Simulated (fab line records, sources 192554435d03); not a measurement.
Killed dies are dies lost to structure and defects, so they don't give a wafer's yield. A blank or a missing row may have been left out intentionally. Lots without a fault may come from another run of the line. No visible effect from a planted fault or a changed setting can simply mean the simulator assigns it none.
Struck lot and sound lot, side by side / flow n5 finfet / 24 steps out of a route of 1938
Sound: these wafers, L755.4, L755.5, L755.6. Struck: wafer L754.4. (L754.1, L754.6 of the same lot were not struck and are left out.) The cause comes at the end.
At each step with rows: each side's tool, then ch and its chambers, then its first start. Under that, the readings that differ: sound wafers / struck wafers / difference of the means / sigmas: that difference in standard deviations of wafers without a fault.
alike: readings with means less than 2 such deviations apart, plus words and numbers identical on both sides. not compared: withheld readings, readings lacking a value on some wafer, bounds such as >300 that could conceal the same value, and numbers that have no deviation in the record and whose values overlap.
A row with sigmas, a row that says differs or no value, or rows on one side alone: a step with any of these is where the two part. When numbers do not overlap yet have no deviation, they are printed without sigmas and do not part them. A reading that every wafer of one side lacks parts them only if that side has two wafers or more.

first, 11 steps without rows for these wafers: N5_BEOL_M6_ETCH_62 (etches SOC in N2/H2, target depth 110 nm, overetch 22 nm, time 165 s); N5_BEOL_M6_STRIP_68 (strips in N2/H2); N5_BEOL_M6_STRIP_67 (strips in CF4); N5_BEOL_M6_HM_OPEN_17 (chemistry Cl2/BCl3, target TiN, target depth 20 nm, overetch 6 nm); N5_BEOL_M6_STRIP_19 (strips in O2); N5_BEOL_M6_COAT_63 (time 60 s, resist thk 60 nm); N5_BEOL_M6_COAT_64 (time 60 s, resist thk 12 nm); N5_BEOL_M6_COAT_71 (time 60 s, resist thk 5 nm); N5_BEOL_M6_COAT_22 (resist thk 30 nm); N5_BEOL_M6_EBR_24; N5_BEOL_M6_SOFTBAKE_23 (time 60 s).
N5_BEOL_M6_EXPOSE_25: exposes mask V5, target cd 40 nm.
  sound on euv scanner-02 ch 0, day 12 19:56; struck on euv scanner-01 ch 0, day 12 03:27
  alike: mask
then, 2 steps without rows for these wafers: N5_BEOL_M6_PEB_26 (peb time 60 s); N5_BEOL_M6_DEVELOP_27 (develop time 30 s).
N5_BEOL_M6_CD_MEAS_28 targets a cd of 40 nm.
  sound on cd sem-01 ch 0, day 12 20:04; struck on cd sem-01 ch 0, day 12 03:35
reading=cd nm (nm); sound=40.15 40.39 40.03; struck=41.58; difference=+1.39; sigmas=+6
N5_BEOL_M6_DESCUM_33: chemistry O2, time 7 s.
  sound on rie diel-05 ch 0,1,3, day 12 20:29; struck on rie diel-05 ch 3, day 12 03:51
reading=model.BEOL_M6.cd nm (nm); sound=40.4 40.2 40; struck=41.2; difference=+1.0; sigmas=
  alike: drypump motor current A, oes product au, rf vpp V, showerhead plenum p Torr, throttle valve pct
  not compared: rf hours counter h
then, 5 steps without rows for these wafers: N5_BEOL_M6_ETCH_72 (etches underlayer in N2/H2, target depth 6.5 nm, time 5.2 s); N5_BEOL_M6_ETCH_65 (etches SiARC in CF4, target depth 15.6 nm, time 26 s); N5_BEOL_M6_ETCH_66 (etches SOC in N2/H2, target depth 80 nm, overetch 16 nm, time 120 s); N5_BEOL_M6_STRIP_69 (strips in N2/H2); N5_BEOL_M6_STRIP_73 (strips in N2/H2).
N5_BEOL_M6_VIA_ETCH_34: etches SiCOH lowk in C4F6/O2, target depth 126.3 nm, time 50.9 s.
  sound on rie diel-05 ch 0,1,3, day 12 20:40; struck on rie diel-05 ch 3, day 12 04:02
reading=model.BEOL_M6.cd nm (nm); sound=40.2 40.4 40; struck=41.4; difference=+1.2; sigmas=
  alike: drypump motor current A, oes_o_777_au, oes product au, rf vpp V, showerhead plenum p Torr, throttle valve pct
  not compared: rf hours counter h
then, 1 step without rows for these wafers: N5_BEOL_M6_STRIP_76 (strips in C4F6/O2).
-- a jump in the record: the struck wafers' starts before and after are 4 days apart (it breaks off in module BEOL_M6 and resumes in module PASSIVATION, where the first step shown is number 1936 of the route) --
N5_PASSIVATION_PROBE_49:
  sound on prober-02, day 16 23:10; struck on prober-02, day 16 03:51
reading=sort_bin_8_speed (%); sound=0 0.17 0; struck=0; difference=+0; sigmas=-4
  alike: defect limited yield, killed_at_M0_to_M3, killed_at_M4_up, killed at contacts, killed at front end, killed at other, killed dies, killed open, killed short, sort_bin_5_function, sort_bin_6_memory, sort n pass

WHERE THEY PART
Last at N5_PASSIVATION_PROBE_49 as far as this record goes, first at N5_BEOL_M6_CD_MEAS_28.

WHY: what the simulator had put in
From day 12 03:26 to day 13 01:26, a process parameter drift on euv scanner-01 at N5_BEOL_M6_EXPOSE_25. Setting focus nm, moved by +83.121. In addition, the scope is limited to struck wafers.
